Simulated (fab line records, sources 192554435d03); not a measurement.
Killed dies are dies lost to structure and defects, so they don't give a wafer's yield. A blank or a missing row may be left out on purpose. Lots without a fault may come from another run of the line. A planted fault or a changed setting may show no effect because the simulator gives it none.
A struck lot beside a sound one | flow n5_finfet | 20 steps out of a route of 1938
Sound: wafers L252.1, L252.5, L252.6. Struck: wafers L260.1, L260.2, L260.5. The cause comes at the end.
At each step with rows: each side's tool, then ch and its chambers, then its first start. Under that, the readings that differ: sound wafers | struck wafers | difference of the means | sigmas: that difference in standard deviations of wafers without a fault.
alike: readings whose means differ by less than 2 such deviations, and words and numbers that are the same on both sides. not compared: withheld readings, readings that some wafer has no value for, bounds like >300 that may hide the same value, and numbers for which the record gives no deviation and whose values overlap.
The two part at a step that has a row with sigmas, a row that says differs or no value, or rows on one side only. Numbers that don't overlap but have no deviation are shown without sigmas and don't part them. A reading that every wafer of one side lacks parts them only if that side has two wafers or more.

first, 1 step without rows for these wafers: N5_ZERO_LAYER_HARDBAKE_23 (time 120 s).
N5_ZERO_LAYER_CD_MEAS_11: target cd 2000 nm.
  sound on cd_sem-02 ch 0, day 2 18:40; struck on cd_sem-03 ch 0, day 4 18:46
  alike: cd_nm
N5_ZERO_LAYER_DESCUM_16: chemistry O2, time 7.9 s.
  sound on rie_diel-05 ch 0,1,3, day 2 18:45; struck on rie_diel-06 ch 1,2, day 4 18:56
  alike: drypump_motor_current_A, oes_product_au, rf_vpp_V, showerhead_plenum_p_Torr, throttle_valve_pct
  not compared: rf_hours_counter_h
N5_ZERO_LAYER_ETCH_17: etches SiO2 in CF4, target depth 12 nm, time 13.3 s.
  sound on rie_diel-05 ch 0,1,3, day 2 18:47; struck on rie_diel-06 ch 1,2, day 4 18:59
  alike: drypump_motor_current_A, oes_product_au, rf_vpp_V, showerhead_plenum_p_Torr, throttle_valve_pct
  not compared: rf_hours_counter_h
N5_ZERO_LAYER_ETCH_18: etches Si in HBr/Cl2, target depth 120 nm, time 40 s.
  sound on rie_si-03 ch 0,1,3, day 2 18:52; struck on rie_si-01 ch 0,1,2, day 4 19:05
  alike: drypump_motor_current_A, oes_product_au, throttle_valve_pct
  not compared: rf_hours_counter_h
N5_ZERO_LAYER_STRIP_24: strips in O2.
  sound on plasma_asher-01 ch 0,1, day 2 18:58; struck on plasma_asher-01 ch 0,1, day 4 19:11
  alike: drypump_motor_current_A, heater_power_w, oes_product_au, strip_time_to_endpoint_s
  not compared: rf_hours_counter_h
then, 1 step without rows for these wafers: N5_ZERO_LAYER_STRIP_19 (strips in SPM, time 900 s).
N5_ZERO_LAYER_INSPECT_20: inspects for defects (darkfield).
  sound on defect_inspect-01, day 2 19:20; struck on defect_inspect-02, day 4 19:33
  alike: raw_defect_count
then, 4 steps without rows for these wafers: N5_WELL_APT_HMDS_01 (time 60 s); N5_WELL_APT_COAT_02 (resist thk 950 nm); N5_WELL_APT_EBR_04; N5_WELL_APT_SOFTBAKE_03 (time 60 s).
N5_WELL_APT_EXPOSE_05: exposes mask NWELL, defocus 0 nm, target cd 200 nm.
  sound on krf_scanner-02 ch 0, day 2 19:28; struck on krf_scanner-01 ch 0, day 4 19:41
  reading                          | sound             | struck            | difference | sigmas
  model.WELL_APT.overlay_x_nm (nm) | 4.793 4.793 4.793 | 45.55 45.55 45.55 | +40.76     |
  alike: mask
then, 3 steps without rows for these wafers: N5_WELL_APT_PEB_06 (peb time 90 s); N5_WELL_APT_DEVELOP_07 (develop time 45 s); N5_WELL_APT_HARDBAKE_12 (time 120 s).
N5_WELL_APT_CD_MEAS_08: target cd 200 nm.
  sound on cd_sem-02 ch 0, day 2 19:38; struck on cd_sem-02 ch 0, day 4 19:51
  alike: cd_nm
N5_WELL_APT_OVL_MEAS_09:
  sound on overlay-01 ch 0, day 2 19:40; struck on overlay-02 ch 0, day 4 19:53
  reading        | sound | struck   | difference | sigmas
  NWELL_OVL (nm) | 7 8 7 | 63 53 54 | +49        | +8
N5_WELL_APT_INSPECT_10: inspects for defects (macro).
  sound on defect_inspect-01, day 2 19:41; struck on defect_inspect-01, day 4 19:55
  alike: raw_defect_count
-- the record jumps here: 11 days lie between the struck wafers' starts before and after (it left off in module WELL_APT and takes up again in module PASSIVATION, whose first step shown is number 1936 of the route) --
N5_PASSIVATION_PROBE_49:
  the record has rows for the struck wafers here (prober-02, day 15 09:07) and none for the sound ones

WHERE THEY PART
First at N5_WELL_APT_OVL_MEAS_09; last, within this record, at N5_PASSIVATION_PROBE_49.

WHY: what the simulator had put in
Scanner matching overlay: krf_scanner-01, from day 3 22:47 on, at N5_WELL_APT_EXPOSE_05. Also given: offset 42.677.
